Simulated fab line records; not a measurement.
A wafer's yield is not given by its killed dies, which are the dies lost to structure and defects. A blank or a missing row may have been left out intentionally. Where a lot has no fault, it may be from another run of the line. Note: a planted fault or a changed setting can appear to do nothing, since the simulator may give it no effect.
Chamber matching || flow n5-finfet || pecvd-03 running N5_GATE_CUT_HM_DEP_46: 3 sister chambers
The step deposits SiO2 from TEOS/O2, target thk 130 nm, time 26.6 s. 6 wafers are shown with their chamber, then 11 later ones without.

WAFERS PAIRED WITH THEIR CHAMBERS
{"wafer": "L088.5", "chamber": 2, "throttle-valve-pct (%)": 17.8, "showerhead-plenum-p-Torr (Torr)": 8.42}
{"wafer": "L088.6", "chamber": 1, "throttle-valve-pct (%)": 19.1, "showerhead-plenum-p-Torr (Torr)": 8.32}
{"wafer": "L089.1", "chamber": 0, "throttle-valve-pct (%)": 20.4, "showerhead-plenum-p-Torr (Torr)": 8.30}
{"wafer": "L089.4", "chamber": 0, "throttle-valve-pct (%)": 20.6, "showerhead-plenum-p-Torr (Torr)": 8.29}
{"wafer": "L089.6", "chamber": 2, "throttle-valve-pct (%)": 17.9, "showerhead-plenum-p-Torr (Torr)": 8.41}
{"wafer": "L093.2", "chamber": 1, "throttle-valve-pct (%)": 18.8, "showerhead-plenum-p-Torr (Torr)": 8.29}

WAFERS WITH NO CHAMBER GIVEN
{"wafer": "L093.3", "throttle-valve-pct (%)": 18.1, "showerhead-plenum-p-Torr (Torr)": 8.42}
{"wafer": "L093.5", "throttle-valve-pct (%)": 18.2, "showerhead-plenum-p-Torr (Torr)": 8.30}
{"wafer": "L094.1", "throttle-valve-pct (%)": 18.0, "showerhead-plenum-p-Torr (Torr)": 8.40}
{"wafer": "L094.2", "throttle-valve-pct (%)": 18.3, "showerhead-plenum-p-Torr (Torr)": 8.29}
{"wafer": "L094.3", "throttle-valve-pct (%)": 20.5, "showerhead-plenum-p-Torr (Torr)": 8.33}
{"wafer": "L094.4", "throttle-valve-pct (%)": 18.0, "showerhead-plenum-p-Torr (Torr)": 8.40}
{"wafer": "L094.5", "throttle-valve-pct (%)": 18.7, "showerhead-plenum-p-Torr (Torr)": 8.33}
{"wafer": "L094.6", "throttle-valve-pct (%)": 20.6, "showerhead-plenum-p-Torr (Torr)": 8.30}
{"wafer": "L095.1", "throttle-valve-pct (%)": 17.9, "showerhead-plenum-p-Torr (Torr)": 8.42}
{"wafer": "L095.2", "throttle-valve-pct (%)": 18.5, "showerhead-plenum-p-Torr (Torr)": 8.30}
{"wafer": "L095.5", "throttle-valve-pct (%)": 18.6, "showerhead-plenum-p-Torr (Torr)": 8.29}

WHICH CHAMBER EACH WENT THROUGH
{"wafer": "L093.3", "from the rows above": 2, "in truth": 2}
{"wafer": "L093.5", "from the rows above": 1, "in truth": 1}
{"wafer": "L094.1", "from the rows above": 2, "in truth": 2}
{"wafer": "L094.2", "from the rows above": 1, "in truth": 1}
{"wafer": "L094.3", "from the rows above": 0, "in truth": 0}
{"wafer": "L094.4", "from the rows above": 2, "in truth": 2}
{"wafer": "L094.5", "from the rows above": 1, "in truth": 1}
{"wafer": "L094.6", "from the rows above": 0, "in truth": 0}
{"wafer": "L095.1", "from the rows above": 2, "in truth": 2}
{"wafer": "L095.2", "from the rows above": 1, "in truth": 1}
{"wafer": "L095.5", "from the rows above": 1, "in truth": 1}
Placed correctly: 11 of 11. Can't be placed from these rows: 0. Wrongly placed: 0.
How it was worked out, from the rows above alone: a wafer's distance from a chamber is the root of the sum, over the readings, of the square of ((its reading less the chamber's mean) divided by the reading's scatter). The wafer belongs to the nearest chamber; if the next one is less than 2 further off, it can't be placed. For every chamber, the mean is computed from those of its wafers that are shown. The scatter is the square root of a quotient: the sum, over the shown wafers, of each reading's squared deviation from its chamber's mean, divided by wafers minus chambers.
